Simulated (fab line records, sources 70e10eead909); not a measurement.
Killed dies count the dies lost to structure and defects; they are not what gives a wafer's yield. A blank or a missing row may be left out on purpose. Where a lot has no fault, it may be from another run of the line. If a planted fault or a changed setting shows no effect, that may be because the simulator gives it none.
fab line records	flow nand_harc	part 1 of 2: steps 1 to 27 of 38
record lots=5	wafers=15	last_day=26
route steps=1159 shown P_STI@69
lots untouched by any fault: they come from a run of this same line in which no faults occurred
start_h: the number of hours between the record's first day and the start of the first shown wafer of the lot	wait_h: how many hours have passed since the lot's step before this one	" same as the row above	L1.1+2: a single row standing in for several wafers	- value missing, or start not given	* or withheld: withheld	< > ~ a bound
route shown NAME@n: NAME is a module with steps in the file, n the number in the route of the first one	usual: mean/standard deviation of fault-free wafers	same: alike in all rows	chamber/n: place in a boat	sites: readings site by site	_std_site: the standard deviation of these	_edge_site: mean of outer sites minus mean of inner sites	radius_mm: for every site, how far away it sits from the centre of the wafer	mask NAME#n: copy n	behind: tool/chamber where the wafer was last shaped	hold: why the lot was held/for how many hours/how that ended	device: the transistor (n, p or np) that didn't switch	end of line: tests run on the same wafers once the route is complete	for a step that has no rows: nothing shown but its recipe	killed: dies lost to structure and defects at the first sort, not the wafer's yield	map: the dies of a wafer, with x for killed, . for not killed, _ for no die there
set.NAME: the run value of the setting; set.NAME@STEP: its run value at that earlier step	model.NAME: the simulator's own value behind a step, which no gauge read
lots seen at some steps along the route; tables by step, rows by wafer
services: a tool's chamber out of use, with start hour (start_h, from the record's first day; less than 0 if before it), hours out, and reason
## steps
# step NHARC_P_STI_ETCH_26
# recipe target_depth_a=110	chemistry=dHF	material=SiO2
lot.wafer	tool	chamber	start_h	wait_h
L076.6+2+5	wet_bench-06	4,5,1	31.66	0.0
L078.6+3+5	wet_bench-06	0,1,2	43.76	0.1
L083.5+1+6	wet_bench-06	6,0,1	73.39	0.0
L094.6+5+4	wet_bench-01	2,3,5	139.55	0.1
L097.1+5+3	wet_bench-06	4,7,0	157.78	0.1
# step NHARC_P_STI_PRECLEAN_27
# recipe time_s=*	temp_c=50	bath_age_min=0	chemistry=SC1
# usual bath_guard_temp_C=50.1/0.63	bath_heat_duty_pct=6.9/0.79	diw_flow_mL_min=1415/4	h2o2_flow_mL_min=56.60/0.17
# same time_s=*
lot.wafer	tool	chamber	start_h	wait_h	bath_guard_temp_C	bath_heat_duty_pct	diw_flow_mL_min	h2o2_flow_mL_min
L076.6	wet_bench-06	4	31.73	0.1	48.4	7.9	1417	56.51
L076.2	"	5	"	"	50.5	6.7	1417	56.31
L076.5	"	1	"	"	49.0	7.4	1416	56.58
L078.6	wet_bench-06	0	43.80	0.0	50.2	5.2	1408	56.65
L078.3	"	1	"	"	48.8	7.0	1405	56.54
L078.5	"	2	"	"	50.3	7.7	1418	56.45
L083.5	wet_bench-06	6	73.46	0.1	50.5	6.9	1417	56.67
L083.1	"	0	"	"	49.9	5.8	1417	56.48
L083.6	"	1	"	"	49.3	7.1	1414	56.78
L094.6	wet_bench-01	2	139.63	0.1	49.0	6.5	1411	56.22
L094.5	"	3	"	"	50.1	7.1	1408	56.38
L094.4	"	5	"	"	50.8	7.8	1415	56.56
L097.1	wet_bench-06	4	157.85	0.1	48.6	8.0	1414	56.79
L097.5	"	7	"	"	50.5	6.5	1414	56.37
L097.3	"	0	"	"	49.7	4.6	1416	56.71
# step NHARC_P_STI_SRD_28
lot.wafer	tool	chamber	start_h	wait_h
L076.6+2+5	wet_bench-06	4,5,1	-	-
L078.6+3+5	wet_bench-06	0,1,2	-	-
L083.5+1+6	wet_bench-06	6,0,1	-	-
L094.6+5+4	wet_bench-01	2,3,5	-	-
L097.1+5+3	wet_bench-06	4,7,0	-	-
# step NHARC_P_STI_OXIDE_29
# recipe target_thk_a=100	temp_c=900	ox_time_s=1362	material=SiO2
# usual tube_center_temp_C=900/0.08
lot.wafer	tool	chamber	start_h	wait_h	tube_center_temp_C
L076.2	furnace-06	0	38.16	-	899.98
L076.5	"	0	"	"	899.98
L076.6	"	0	"	"	900
L078.3	furnace-04	0	48.26	-	899.88
L078.5	"	0	"	"	900.15
L078.6	"	0	"	"	899.95
L083.1	furnace-06	0	78.63	-	900.08
L083.5	"	0	"	"	900.03
L083.6	"	0	"	"	900
L094.4	furnace-04	0	141.23	-	899.99
L094.5	"	0	"	"	900.2
L094.6	"	0	"	"	900.1
L097.1	furnace-03	0	163.50	-	900.14
L097.3	"	0	"	"	899.88
L097.5	"	0	"	"	899.79
# step NHARC_P_STI_HM_DEP_30
# recipe target_thk_a=800	temp_c=790	pressure_mtorr=300	time_s=873	material=Si3N4
# same time_s=873
lot.wafer	tool	chamber	start_h	wait_h
L076.2+5+6	lpcvd-02	1	45.44	3.6
L078.3+5+6	lpcvd-02	0	55.55	3.6
L083.1+5+6	lpcvd-02	0	85.87	3.6
L094.4+5+6	lpcvd-01	1	148.53	3.6
L097.1+3+5	lpcvd-01	0	170.86	3.6
# step NHARC_P_STI_DEHYDRATE_01
# recipe temp_c=150	time_s=120
# same time_s=120
lot.wafer	tool	chamber	start_h	wait_h
L076.2+5+6	litho_track-07	0	49.07	0.4
L078.3+5+6	litho_track-05	0	59.18	0.4
L083.1+5+6	litho_track-05	0	89.57	0.4
L094.4+5+6	litho_track-07	0	153.96	0.4
L097.1+3+5	litho_track-02	0	176.13	0.4
# step NHARC_P_STI_HMDS_02
# recipe time_s=30
# same time_s=30
lot.wafer	tool	chamber	start_h	wait_h
L076.2+5+6	litho_track-07	0	-	-
L078.3+5+6	litho_track-05	0	-	-
L083.1+5+6	litho_track-05	0	-	-
L094.4+5+6	litho_track-07	0	-	-
L097.1+3+5	litho_track-02	0	-	-
# step NHARC_P_STI_COAT_41
# recipe temp_c=200	time_s=65
# same time_s=65
lot.wafer	tool	chamber	start_h	wait_h
L076.2+5+6	litho_track-07	0	-	-
L078.3+5+6	litho_track-05	0	-	-
L083.1+5+6	litho_track-05	0	-	-
L094.4+5+6	litho_track-07	0	-	-
L097.1+3+5	litho_track-02	0	-	-
# step NHARC_P_STI_COAT_03
# recipe spin_rpm=2000	resist_thk_nm=600
lot.wafer	tool	chamber	start_h	wait_h
L076.2+5+6	litho_track-07	0	-	-
L078.3+5+6	litho_track-05	0	-	-
L083.1+5+6	litho_track-05	0	-	-
L094.4+5+6	litho_track-07	0	-	-
L097.1+3+5	litho_track-02	0	-	-
# step NHARC_P_STI_SOFTBAKE_04
# recipe temp_c=125	time_s=70
# same time_s=70
lot.wafer	tool	chamber	start_h	wait_h
L076.2+5+6	litho_track-07	0	-	-
L078.3+5+6	litho_track-05	0	-	-
L083.1+5+6	litho_track-05	0	-	-
L094.4+5+6	litho_track-07	0	-	-
L097.1+3+5	litho_track-02	0	-	-
# step NHARC_P_STI_EBR_05
lot.wafer	tool	chamber	start_h	wait_h
L076.2+5+6	litho_track-07	0	-	-
L078.3+5+6	litho_track-05	0	-	-
L083.1+5+6	litho_track-05	0	-	-
L094.4+5+6	litho_track-07	0	-	-
L097.1+3+5	litho_track-02	0	-	-
# step NHARC_P_STI_EXPOSE_06
# recipe na=0.55	target_cd_nm=200	dose_mj=37.69	mask_id=P_STI
lot.wafer	tool	chamber	start_h	wait_h	mask
L076.2+5+6	krf_scanner-03	0	49.40	-	P_STI#0
L078.3+5+6	krf_scanner-03	0	59.35	-	P_STI#0
L083.1+5+6	krf_scanner-03	0	89.74	-	P_STI#0
L094.4+5+6	krf_scanner-03	0	154.30	-	P_STI#0
L097.1+3+5	krf_scanner-01	0	176.30	-	P_STI#0
# step NHARC_P_STI_PEB_07
# recipe peb_temp_c=128	peb_time_s=80
# same peb_time_s=80
lot.wafer	tool	chamber	start_h	wait_h
L076.2+5+6	litho_track-02	0	49.46	0.1
L078.3+5+6	litho_track-02	0	59.41	0.1
L083.1+5+6	litho_track-07	0	89.80	0.1
L094.4+5+6	litho_track-02	0	154.35	0.0
L097.1+3+5	litho_track-05	0	176.36	0.1
# step NHARC_P_STI_DEVELOP_08
# recipe time_s=50	dev_temp_c=22
# same time_s=50
lot.wafer	tool	chamber	start_h	wait_h
L076.2+5+6	litho_track-02	0	-	-
L078.3+5+6	litho_track-02	0	-	-
L083.1+5+6	litho_track-07	0	-	-
L094.4+5+6	litho_track-02	0	-	-
L097.1+3+5	litho_track-05	0	-	-
# step NHARC_P_STI_CD_MEAS_09
# recipe target_cd_nm=200	landing_energy_ev=500
# usual cd_nm=200.3/2.6
lot.wafer	tool	chamber	start_h	wait_h	cd_nm
L076.2	cd_sem-01	0	49.55	-	200.5
L076.5	"	0	"	"	202.0
L076.6	"	0	"	"	199.1
L078.3	cd_sem-01	0	59.50	-	202.3
L078.5	"	0	"	"	199.3
L078.6	"	0	"	"	199.5
L083.1	cd_sem-03	0	89.89	-	193.2
L083.5	"	0	"	"	193.9
L083.6	"	0	"	"	197.3
L094.4	cd_sem-02	0	154.44	-	199.2
L094.5	"	0	"	"	202.2
L094.6	"	0	"	"	198.7
L097.1	cd_sem-02	0	176.45	-	197.7
L097.3	"	0	"	"	201.0
L097.5	"	0	"	"	197.7
# step NHARC_P_STI_OVL_MEAS_10
# usual overlay_x_nm=-1/5.4	overlay_y_nm=0/6.1
lot.wafer	tool	chamber	start_h	wait_h	overlay_x_nm	overlay_y_nm
L076.2	overlay-01	-	49.64	-	-1	-5
L076.5	"	-	"	"	0	-5
L076.6	"	-	"	"	-1	-4
L078.3	overlay-02	-	59.58	-	-9	6
L078.5	"	-	"	"	-10	7
L078.6	"	-	"	"	-10	6
L083.1	overlay-01	-	89.98	-	0	5
L083.5	"	-	"	"	0	5
L083.6	"	-	"	"	0	5
L094.4	overlay-02	-	154.52	-	0	-5
L094.5	"	-	"	"	1	-5
L094.6	"	-	"	"	1	-5
L097.1	overlay-02	-	176.54	-	-8	12
L097.3	"	-	"	"	-8	12
L097.5	"	-	"	"	-8	12
# step NHARC_P_STI_INSPECT_11
# usual raw_defect_count=5.3/2.3
lot.wafer	tool	chamber	start_h	wait_h	raw_defect_count
L076.2	defect_inspect-02	-	49.67	0.0	4
L076.5	"	-	"	"	6
L076.6	"	-	"	"	5
L078.3	defect_inspect-02	-	59.62	0.0	9
L078.5	"	-	"	"	8
L078.6	"	-	"	"	8
L083.1	defect_inspect-01	-	90.01	0.0	9
L083.5	"	-	"	"	1
L083.6	"	-	"	"	3
L094.4	defect_inspect-01	-	154.56	0.0	8
L094.5	"	-	"	"	5
L094.6	"	-	"	"	4
L097.1	defect_inspect-02	-	176.57	0.0	1
L097.3	"	-	"	"	6
L097.5	"	-	"	"	4
# step NHARC_P_STI_HARDBAKE_13
# recipe temp_c=118	time_s=65
# same time_s=65
lot.wafer	tool	chamber	start_h	wait_h
L076.2+5+6	litho_track-02	0	49.73	0.1
L078.3+5+6	litho_track-05	0	59.69	0.1
L083.1+5+6	litho_track-02	0	90.07	0.1
L094.4+5+6	litho_track-02	0	154.62	0.1
L097.1+3+5	litho_track-07	0	176.63	0.1
# step NHARC_P_STI_DESCUM_14
# recipe time_s=3	o2_flow_sccm=200	ar_flow_sccm=0	bias_power_w=0	chemistry=O2
# usual chamber_pressure_mTorr=59.99/0.049	drypump_motor_current_A=5.7/0.39	o2_flow_sccm=199.9/0.59	oes_product_au=1.001/0.0084	rf_vpp_V=57.8/0.9	showerhead_plenum_p_Torr=1.92/0.087	throttle_valve_pct=11.312/0.0087
# same time_s=3
lot.wafer	tool	chamber	start_h	wait_h	chamber_pressure_mTorr	drypump_motor_current_A	o2_flow_sccm	oes_product_au	rf_hours_counter_h	rf_vpp_V	showerhead_plenum_p_Torr	throttle_valve_pct
L076.2	rie_diel-04	0	49.83	-	59.99	6.0	199.7	0.987	8.2	58.3	1.88	11.313
L076.5	"	1	"	"	59.97	6.5	200.1	0.996	-	58.5	1.79	11.311
L076.6	"	3	"	"	59.94	5.1	199.9	1.005	-	57.3	1.91	11.292
L078.3	rie_diel-08	0	59.77	-	59.97	5.9	200.0	0.992	2.0	58.5	2.03	11.305
L078.6	"	2	"	"	60.01	5.3	199.2	1.007	-	58.4	1.97	11.305
L078.5	"	3	"	"	59.93	5.6	200.1	0.990	-	56.9	1.80	11.304
L083.1	rie_diel-03	2	90.18	-	59.91	5.3	199.7	1.007	1.3	57.4	1.86	11.319
L083.6	"	3	"	"	59.95	5.9	200.2	1.005	-	58.3	1.96	11.289
L083.5	"	2	"	"	60.03	5.3	199.5	1.007	-	57.7	1.86	11.331
L094.4	rie_diel-03	1	154.70	-	59.94	5.7	199.6	1.014	4.2	57.8	1.89	11.314
L094.5	"	0	"	"	59.97	5.6	200.8	1.003	-	58.5	1.98	11.307
L094.6	"	1	"	"	60.06	5.7	199.1	0.996	-	58.6	1.89	11.312
L097.1	rie_diel-04	3	176.72	-	60.08	5.1	199.9	0.987	3.5	58.3	1.91	11.312
L097.3	"	0	"	"	59.96	6.0	200.4	0.996	2.8	59.1	1.88	11.319
L097.5	"	2	"	"	60.00	5.8	199.7	0.989	-	56.5	1.82	11.307
# step NHARC_P_STI_ETCH_42
# recipe target_depth_a=800	overetch_a=240	time_s=61	ion_energy_ev=200	n2_flow_sccm=150	h2_flow_sccm=150	ar_flow_sccm=0	rf_w=400	bias_w=150	chemistry=N2/H2
# usual chamber_pressure_mTorr=29.999/0.028	drypump_motor_current_A=5.7/0.38	oes_product_au=1.001/0.0088	rf_vpp_V=430.6/2.8	showerhead_plenum_p_Torr=2.05/0.094	throttle_valve_pct=14.172/0.0092
# same time_s=61
lot.wafer	tool	chamber	start_h	wait_h	chamber_pressure_mTorr	drypump_motor_current_A	oes_product_au	rf_hours_counter_h	rf_vpp_V	showerhead_plenum_p_Torr	throttle_valve_pct
L076.2	rie_diel-04	1	49.92	0.1	30.052	6.5	0.995	7.8	426.2	1.91	14.169
L076.5	"	0	"	"	30.025	6.0	0.987	-	429.1	2.00	14.170
L076.6	"	1	"	"	29.982	6.5	0.988	-	426.2	1.91	14.181
L078.3	rie_diel-08	2	59.86	0.1	30.017	5.3	1.003	2.3	430.2	2.10	14.170
L078.6	"	3	"	"	29.979	5.6	0.991	-	427.4	1.91	14.178
L078.5	"	0	"	"	30.001	5.8	0.995	-	434.4	2.17	14.175
L083.1	rie_diel-03	3	90.27	0.1	30.005	5.9	1.001	1.4	433.2	2.09	14.182
L083.6	"	0	"	"	30.037	5.6	0.996	-	434.1	2.12	14.152
L083.5	"	2	"	"	30.022	5.3	1.013	-	428.2	1.98	14.161
L094.4	rie_diel-03	1	154.78	0.1	29.963	5.6	0.999	4.2	429.2	2.02	14.170
L094.5	"	0	"	"	29.992	5.6	0.999	-	432.0	2.12	14.163
L094.6	"	1	"	"	30.044	5.7	0.998	-	430.5	2.02	14.178
L097.3	rie_diel-04	3	176.80	0.1	30.015	5.1	0.999	3.5	429.9	2.04	14.181
L097.1	"	0	"	"	29.970	6.0	1.008	2.8	429.7	2.00	14.183
L097.5	"	3	"	"	30.053	5.1	0.993	-	429.5	2.04	14.190
# step NHARC_P_STI_ETCH_31
# recipe target_depth_a=1089	time_s=54.5	cf4_flow_sccm=100	chf3_flow_sccm=30	ar_flow_sccm=0	rf_w=500	bias_w=200	chemistry=CF4/CHF3
# usual chamber_pressure_mTorr=25.001/0.024	drypump_motor_current_A=5.7/0.39	oes_product_au=0.960/0.02	rf_vpp_V=370.6/2.5	showerhead_plenum_p_Torr=1.57/0.068	throttle_valve_pct=16.802/0.0092
# same time_s=54.5
lot.wafer	tool	chamber	start_h	wait_h	chamber_pressure_mTorr	drypump_motor_current_A	oes_product_au	rf_hours_counter_h	rf_vpp_V	showerhead_plenum_p_Torr	throttle_valve_pct
L076.2	rie_diel-04	0	-	-	25.065	6.0	0.952	8.2	370.5	1.55	16.810
L076.5	"	0	"	"	25.045	6.0	0.955	-	370.2	1.55	16.794
L076.6	"	3	"	"	24.997	5.1	0.966	-	371.2	1.57	16.799
L078.3	rie_diel-08	2	-	-	24.976	5.2	0.955	2.3	371.9	1.62	16.803
L078.5	"	0	"	"	25.011	5.8	0.957	-	373.7	1.67	16.792
L078.6	"	1	"	"	24.956	5.6	0.975	-	374.6	1.68	16.805
L083.1	rie_diel-03	3	-	-	24.984	5.9	0.974	1.4	372.7	1.61	16.809
L083.6	"	3	"	"	25.022	5.9	0.966	-	372.5	1.61	16.818
L083.5	"	2	"	"	24.982	5.4	0.972	-	370.8	1.53	16.814
L094.4	rie_diel-03	3	-	-	25.034	5.9	0.986	4.2	372.4	1.61	16.797
L094.5	"	2	"	"	24.980	5.3	0.978	-	369.6	1.53	16.810
L094.6	"	3	"	"	24.996	5.9	0.972	-	372.5	1.61	16.801
L097.1	rie_diel-04	2	-	-	24.993	5.8	0.962	3.3	368.2	1.50	16.805
L097.3	"	3	"	"	24.998	5.1	0.948	3.5	371.1	1.57	16.805
L097.5	"	1	"	"	25.000	6.6	0.989	-	368.2	1.48	16.796
# step NHARC_P_STI_ETCH_15
# recipe target_depth_a=3000	taper_deg=4	time_s=100.1	hbr_flow_sccm=150	cl2_flow_sccm=50	rf_w=400	icp_w=400	bias_w=100	chemistry=HBr/Cl2
# usual chamber_pressure_mTorr=15.000/0.016	drypump_motor_current_A=5.7/0.47	oes_product_au=1.000/0.012	throttle_valve_pct=26.406/0.0088
# same time_s=100.1
lot.wafer	tool	chamber	start_h	wait_h	chamber_pressure_mTorr	drypump_motor_current_A	oes_product_au	rf_hours_counter_h	throttle_valve_pct
L076.2	rie_si-04	1	50.14	-	15.005	5.1	1.008	0.7	26.404
L076.5	"	3	"	"	14.991	5.0	0.981	-	26.394
L076.6	"	1	"	"	14.983	5.1	1.013	-	26.406
L078.3	rie_si-04	2	60.08	-	15.033	6.0	1.008	1.1	26.418
L078.5	"	3	"	"	15.000	5.0	0.983	-	26.406
L078.6	"	1	"	"	15.011	5.1	1.002	-	26.408
L083.1	rie_si-01	2	90.48	-	15.017	5.9	1.013	0.8	26.396
L083.6	"	1	"	"	14.959	5.5	1.004	-	26.400
L083.5	"	2	"	"	14.992	5.9	1.011	-	26.399
L094.5	rie_si-04	2	155.02	-	14.991	6.0	0.992	-	26.394
L094.6	"	3	"	"	15.003	5.0	0.973	-	26.408
L094.4	"	1	"	"	14.983	5.1	1.000	-	26.401
L097.3	rie_si-06	0	176.98	-	15.003	6.4	1.010	1.0	26.395
L097.1	"	2	"	"	15.024	6.1	1.005	1.0	26.401
L097.5	"	1	"	"	14.998	6.0	0.996	-	26.409
# step NHARC_P_STI_CD_MEAS_16
# usual cd_nm=199.4/2.7
lot.wafer	tool	chamber	start_h	wait_h	cd_nm
L076.2	cd_sem-01	-	50.32	-	200.3
L076.5	"	-	"	"	201.2
L076.6	"	-	"	"	199.0
L078.3	cd_sem-03	-	60.24	-	202.1
L078.5	"	-	"	"	199.2
L078.6	"	-	"	"	198.5
L083.1	cd_sem-01	-	90.63	-	191.4
L083.5	"	-	"	"	193.3
L083.6	"	-	"	"	198.1
L094.4	cd_sem-02	-	155.18	-	199.6
L094.5	"	-	"	"	201.7
L094.6	"	-	"	"	198.4
L097.1	cd_sem-02	-	177.14	-	197.6
L097.3	"	-	"	"	199.1
L097.5	"	-	"	"	196.2
# step NHARC_P_STI_OCD_MEAS_17
# usual trench_depth_nm=301/5.7	trench_foot_cd_nm=158.2/2.8
lot.wafer	tool	chamber	start_h	wait_h	trench_depth_nm	trench_foot_cd_nm
L076.2	ocd-02	-	50.40	0.1	304	158.0
L076.5	"	-	"	"	292	161.6
L076.6	"	-	"	"	305	156.6
L078.3	ocd-02	-	60.33	0.1	303	160.5
L078.5	"	-	"	"	289	159.0
L078.6	"	-	"	"	304	156.7
L083.1	ocd-02	-	90.72	0.1	306	150.2
L083.5	"	-	"	"	309	151.1
L083.6	"	-	"	"	305	155.4
L094.4	ocd-02	-	155.26	0.1	305	156.6
L094.5	"	-	"	"	297	161.3
L094.6	"	-	"	"	286	159.2
L097.1	ocd-02	-	177.23	0.1	302	155.4
L097.3	"	-	"	"	305	158.1
L097.5	"	-	"	"	302	155.5
# step NHARC_P_STI_STRIP_19
# recipe time_s=900	temp_c=130	chemistry=SPM
# usual bath_guard_temp_C=130.0/0.62	bath_heat_duty_pct=14.6/1.5
# same time_s=900
lot.wafer	tool	chamber	start_h	wait_h	bath_guard_temp_C	bath_heat_duty_pct
L076.2	wet_bench-05	0	50.46	0.1	130.3	16.0
L076.6	"	1	"	"	130.0	15.1
L076.5	"	5	"	"	130.5	19.6
L078.5	wet_bench-05	5	60.39	0.1	130.4	18.5
L078.3	"	6	"	"	130.3	15.9
L078.6	"	0	"	"	129.9	16.4
L083.5	wet_bench-01	6	90.78	0.1	130.7	13.4
L083.6	"	7	"	"	129.9	13.9
L083.1	"	1	"	"	129.6	13.3
L094.5	wet_bench-01	3	155.32	0.1	131.0	14.9
L094.6	"	5	"	"	130.8	15.8
L094.4	"	7	"	"	129.8	13.2
L097.5	wet_bench-06	6	177.30	0.1	130.3	14.3
L097.1	"	7	"	"	130.3	13.8
L097.3	"	0	"	"	130.1	11.1
# step NHARC_P_STI_PRECLEAN_32
# recipe time_s=*	temp_c=50	bath_age_min=0	chemistry=SC1
# usual bath_guard_temp_C=50.1/0.65	bath_heat_duty_pct=6.9/0.81	diw_flow_mL_min=1416/3.6	h2o2_flow_mL_min=56.60/0.17
# same time_s=*
lot.wafer	tool	chamber	start_h	wait_h	bath_guard_temp_C	bath_heat_duty_pct	diw_flow_mL_min	h2o2_flow_mL_min
L076.2	wet_bench-05	0	-	-	50.3	7.2	1419	56.46
L076.6	"	1	"	"	50.1	6.8	1416	56.62
L076.5	"	5	"	"	50.7	9.5	1410	56.61
L078.5	wet_bench-05	5	-	-	50.9	9.6	1416	56.60
L078.3	"	6	"	"	50.3	7.0	1412	56.84
L078.6	"	0	"	"	50.3	7.8	1421	56.48
L083.5	wet_bench-01	6	-	-	50.6	7.1	1409	56.67
L083.6	"	7	"	"	50.0	6.2	1420	56.34
L083.1	"	1	"	"	49.8	6.7	1415	56.62
L094.5	wet_bench-01	3	-	-	50.8	5.9	1417	56.70
L094.6	"	5	"	"	50.9	7.5	1410	56.86
L094.4	"	7	"	"	50.2	6.9	1409	56.57
L097.5	wet_bench-06	6	-	-	50.2	7.6	1416	56.64
L097.1	"	7	"	"	49.9	5.1	1420	56.56
L097.3	"	0	"	"	50.0	5.3	1418	56.56
# step NHARC_P_STI_SRD_23
lot.wafer	tool	chamber	start_h	wait_h
L076.2+6+5	wet_bench-05	0,1,5	-	-
L078.5+3+6	wet_bench-05	5,6,0	-	-
L083.5+6+1	wet_bench-01	6,7,1	-	-
L094.5+6+4	wet_bench-01	3,5,7	-	-
L097.5+1+3	wet_bench-06	6,7,0	-	-
